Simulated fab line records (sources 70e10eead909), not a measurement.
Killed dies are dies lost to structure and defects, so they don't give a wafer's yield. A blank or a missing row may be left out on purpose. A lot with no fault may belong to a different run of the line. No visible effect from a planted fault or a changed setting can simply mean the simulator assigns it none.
Matching of chambers	flow nand-harc	NHARC_A_STAIRCASE_ALD_415 on ald-hk-03: 4 sister chambers
The step deposits SiO2, target thk 30 nm, pulse time 6 s, ald cycles 300. 16 wafers are shown with their chamber, then 8 later ones without.

EACH WAFER AND ITS CHAMBER
wafer	chamber	heater-power-w (W)	precursor-pulse-height-rel
L075.2	2	491	1.011
L075.4	1	420	0.992
L075.5	0	485	1.024
L077.1	3	523	1.009
L077.4	0	492	1.006
L077.6	2	488	0.987
L083.1	3	519	0.995
L083.2	0	501	0.990
L083.3	1	416	1.001
L081.2	3	504	1.010
L081.3	0	490	0.998
L081.5	2	477	1.026
L088.1	3	502	1.002
L088.2	0	502	0.997
L088.4	1	433	0.999
L091.1	3	514	1.011

SIGNATURES (averages over the wafers above)
reading	chamber 0	chamber 1	chamber 2	chamber 3	scatter within a chamber
heater-power-w	494.00	423.00	485.33	512.40	8.26
precursor-pulse-height-rel	1.00300	0.99733	1.00800	1.00540	0.0118
Rule: distance of a wafer from a chamber = root of the sum over the readings of ((wafer's reading minus chamber's mean) / reading's scatter) squared. If the next closest chamber is less than 2 further off than the closest, the wafer can't be placed; otherwise it belongs to the closest. The scatter: the root of (the sum of the squares of (reading less its chamber's mean) over the shown wafers, divided by (wafers less chambers)).

WAFERS MISSING THEIR CHAMBER
wafer	heater-power-w (W)	precursor-pulse-height-rel
L091.2	493	1.017
L091.6	424	1.007
L094.2	462	0.992
L094.3	433	0.995
L094.4	504	1.014
L097.3	432	1.031
L097.4	470	1.024
L097.6	489	0.997

WHICH CHAMBER EACH ONE RAN IN
wafer	from the rows above	in truth
L091.2	can't be placed: 0 or 2 or 3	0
L091.6	1	1
L094.2	can't be placed: 2 or 0 or 1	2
L094.3	1	1
L094.4	can't be placed: 3 or 0 or 2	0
L097.3	1	1
L097.4	can't be placed: 2 or 0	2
L097.6	can't be placed: 0 or 2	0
Placed correctly: 3 of 8. From these rows, 5 cannot be placed; in 5 the true chamber is one of the candidates. 0 placed wrongly.
